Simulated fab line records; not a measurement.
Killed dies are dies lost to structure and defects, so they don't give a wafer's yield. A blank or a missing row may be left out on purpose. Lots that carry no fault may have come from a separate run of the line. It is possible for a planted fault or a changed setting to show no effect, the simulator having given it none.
Matching of chambers | flow n5_finfet | N5_BEOL_M5_ALD_86 on ald_metal-02: 4 sister chambers
The step deposits TaN, pulse time 2 s, purge time 3 s, co reactant purge time 2 s. 4 wafers are shown with their chamber, then 8 later ones without.

## WAFERS, EACH WITH ITS CHAMBER
wafer  | chamber | heater_power_w (W)
L086.3 | 0       | 415
L084.5 | 2       | 473
L084.6 | 1       | 407
L085.2 | 3       | 476

## WAFERS MISSING THEIR CHAMBER
wafer  | heater_power_w (W)
L085.3 | 418
L085.4 | 425
L096.4 | 491
L096.5 | 477
L096.6 | 479
L097.1 | 469
L097.2 | 408
L097.6 | 472

## THE CHAMBER EACH PASSED THROUGH
wafer  | from the rows above     | in truth
L085.3 | can't be placed: 0 or 1 | 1
L085.4 | can't be placed: 0 or 1 | 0
L096.4 | can't be placed: 3 or 2 | 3
L096.5 | can't be placed: 3 or 2 | 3
L096.6 | can't be placed: 3 or 2 | 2
L097.1 | can't be placed: 2 or 3 | 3
L097.2 | can't be placed: 1 or 0 | 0
L097.6 | can't be placed: 2 or 3 | 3
Correctly placed: 0 of 8. Unplaceable from these rows: 8, with the true chamber sitting among the candidates in 8. Wrongly placed: 0.
How it was worked out, from the rows above alone: a wafer's distance from a chamber is the root of the sum, over the readings, of the square of ((its reading less the chamber's mean) divided by the reading's scatter). The wafer belongs to the nearest chamber; if the next one is less than 2 further off, it can't be placed. A chamber's mean is the mean of its shown wafers. The scatter (one wafer shown for each chamber): square how far every hidden wafer sits from the nearest shown wafer, average those squares and take the square root.
